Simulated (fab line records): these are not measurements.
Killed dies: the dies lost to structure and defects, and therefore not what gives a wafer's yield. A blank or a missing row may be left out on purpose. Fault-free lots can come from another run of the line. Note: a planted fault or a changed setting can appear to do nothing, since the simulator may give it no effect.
Chamber matching / flow n5-finfet / N5_BEOL_M1_ETCH_63 on rie-diel-02: 4 sister chambers
The step etches SiARC in CF4, target depth 15.6 nm, time 26 s. 16 wafers are shown with their chamber, then 8 later ones without.

== WAFERS PAIRED WITH THEIR CHAMBERS ==
wafer=L074.2; chamber=1; drypump-motor-current-A (A)=6.6; throttle-valve-pct (%)=15.4; showerhead-plenum-p-Torr (Torr)=2.17
wafer=L074.4; chamber=3; drypump-motor-current-A (A)=5.2; throttle-valve-pct (%)=15.4; showerhead-plenum-p-Torr (Torr)=2.10
wafer=L074.5; chamber=0; drypump-motor-current-A (A)=6.2; throttle-valve-pct (%)=15.5; showerhead-plenum-p-Torr (Torr)=2.23
wafer=L075.1; chamber=2; drypump-motor-current-A (A)=6.1; throttle-valve-pct (%)=16.0; showerhead-plenum-p-Torr (Torr)=2.12
wafer=L075.2; chamber=3; drypump-motor-current-A (A)=5.2; throttle-valve-pct (%)=15.4; showerhead-plenum-p-Torr (Torr)=2.10
wafer=L075.5; chamber=0; drypump-motor-current-A (A)=6.3; throttle-valve-pct (%)=15.5; showerhead-plenum-p-Torr (Torr)=2.23
wafer=L078.2; chamber=2; drypump-motor-current-A (A)=6.1; throttle-valve-pct (%)=16.0; showerhead-plenum-p-Torr (Torr)=2.12
wafer=L078.3; chamber=3; drypump-motor-current-A (A)=5.2; throttle-valve-pct (%)=15.4; showerhead-plenum-p-Torr (Torr)=2.10
wafer=L078.4; chamber=1; drypump-motor-current-A (A)=6.6; throttle-valve-pct (%)=15.4; showerhead-plenum-p-Torr (Torr)=2.17
wafer=L082.1; chamber=2; drypump-motor-current-A (A)=6.1; throttle-valve-pct (%)=16.0; showerhead-plenum-p-Torr (Torr)=2.11
wafer=L082.2; chamber=1; drypump-motor-current-A (A)=6.6; throttle-valve-pct (%)=15.4; showerhead-plenum-p-Torr (Torr)=2.16
wafer=L082.3; chamber=0; drypump-motor-current-A (A)=6.2; throttle-valve-pct (%)=15.6; showerhead-plenum-p-Torr (Torr)=2.23
wafer=L085.1; chamber=0; drypump-motor-current-A (A)=6.3; throttle-valve-pct (%)=15.6; showerhead-plenum-p-Torr (Torr)=2.22
wafer=L085.4; chamber=3; drypump-motor-current-A (A)=5.2; throttle-valve-pct (%)=15.4; showerhead-plenum-p-Torr (Torr)=2.09
wafer=L085.5; chamber=0; drypump-motor-current-A (A)=6.3; throttle-valve-pct (%)=15.6; showerhead-plenum-p-Torr (Torr)=2.22
wafer=L086.1; chamber=3; drypump-motor-current-A (A)=5.3; throttle-valve-pct (%)=15.4; showerhead-plenum-p-Torr (Torr)=2.09

SIGNATURES (means of the wafers above)
reading=drypump-motor-current-A; chamber 0=6.260; chamber 1=6.600; chamber 2=6.100; chamber 3=5.220; scatter within a chamber=0.0408
reading=throttle-valve-pct; chamber 0=15.560; chamber 1=15.400; chamber 2=16.000; chamber 3=15.400; scatter within a chamber=0.0316
reading=showerhead-plenum-p-Torr; chamber 0=2.2260; chamber 1=2.1667; chamber 2=2.1167; chamber 3=2.0960; scatter within a chamber=0.00558
Rule: distance of a wafer from a chamber = root of the sum over the readings of ((wafer's reading minus chamber's mean) / reading's scatter) squared. The wafer belongs to the nearest chamber; if the next one is less than 2 further off, it can't be placed. The scatter: the root of (the sum of the squares of (reading less its chamber's mean) over the shown wafers, divided by (wafers less chambers)).

== WAFERS MISSING THEIR CHAMBER ==
wafer=L086.2; drypump-motor-current-A (A)=6.1; throttle-valve-pct (%)=15.5; showerhead-plenum-p-Torr (Torr)=2.11
wafer=L086.6; drypump-motor-current-A (A)=6.6; throttle-valve-pct (%)=15.4; showerhead-plenum-p-Torr (Torr)=2.16
wafer=L092.2; drypump-motor-current-A (A)=6.3; throttle-valve-pct (%)=15.6; showerhead-plenum-p-Torr (Torr)=2.22
wafer=L092.4; drypump-motor-current-A (A)=6.1; throttle-valve-pct (%)=15.5; showerhead-plenum-p-Torr (Torr)=2.11
wafer=L092.6; drypump-motor-current-A (A)=6.1; throttle-valve-pct (%)=15.5; showerhead-plenum-p-Torr (Torr)=2.11
wafer=L097.3; drypump-motor-current-A (A)=6.3; throttle-valve-pct (%)=15.6; showerhead-plenum-p-Torr (Torr)=2.22
wafer=L097.5; drypump-motor-current-A (A)=6.3; throttle-valve-pct (%)=15.6; showerhead-plenum-p-Torr (Torr)=2.22
wafer=L097.6; drypump-motor-current-A (A)=6.6; throttle-valve-pct (%)=15.5; showerhead-plenum-p-Torr (Torr)=2.15

== CHAMBER TAKEN BY EACH ==
wafer=L086.2; from the rows above=can't be placed: 2 or 1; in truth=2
wafer=L086.6; from the rows above=1; in truth=1
wafer=L092.2; from the rows above=0; in truth=0
wafer=L092.4; from the rows above=can't be placed: 2 or 1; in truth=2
wafer=L092.6; from the rows above=can't be placed: 2 or 1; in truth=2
wafer=L097.3; from the rows above=0; in truth=0
wafer=L097.5; from the rows above=0; in truth=0
wafer=L097.6; from the rows above=1; in truth=1
Correct placement for 5 of the 8. These rows do not allow placing 3 (true chamber among the candidates in 3). Placed wrongly: 0.
